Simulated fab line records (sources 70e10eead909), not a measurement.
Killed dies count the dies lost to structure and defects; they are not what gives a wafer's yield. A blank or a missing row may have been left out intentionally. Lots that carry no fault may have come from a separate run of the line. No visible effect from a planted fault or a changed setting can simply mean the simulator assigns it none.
Matching of chambers -- flow nand-harc -- NHARC_P_CONTACT_CMP_01 on cmp-01: 4 sister chambers
The step polishes SiO2, target thk 200 nm. 7 wafers are shown with their chamber, then 7 later ones without.

## WAFERS, EACH WITH ITS CHAMBER
wafer,chamber,motor-current-A (A)
L087.2,3,11.5
L087.3,1,11.7
L089.2,0,13.5
L089.4,3,10.8
L089.5,2,10.5
L090.2,0,12.7
L090.3,2,11.0

## WAFERS MISSING THEIR CHAMBER
wafer,motor-current-A (A)
L090.6,11.7
L093.2,10.8
L093.3,12.5
L093.5,10.7
L097.1,10.7
L097.4,11.3
L097.6,13.1

## CHAMBER TAKEN BY EACH
wafer,from the rows above,in truth
L090.6,can't be placed: 1 or 3 or 2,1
L093.2,can't be placed: 2 or 3 or 1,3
L093.3,can't be placed: 0 or 1 or 3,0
L093.5,can't be placed: 2 or 3 or 1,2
L097.1,can't be placed: 2 or 3 or 1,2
L097.4,can't be placed: 3 or 1 or 2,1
L097.6,0,0
1 of 7 placed correctly. These rows do not allow placing 6 (true chamber among the candidates in 6). Wrongly placed: 0.
How it was worked out, from the rows above alone: a wafer's distance from a chamber is the root of the sum, over the readings, of the square of ((its reading less the chamber's mean) divided by the reading's scatter). The wafer belongs to the nearest chamber; if the next one is less than 2 further off, it can't be placed. For every chamber, the mean is computed from those of its wafers that are shown. The scatter is the square root of a quotient: the sum, over the shown wafers, of each reading's squared deviation from its chamber's mean, divided by wafers minus chambers.
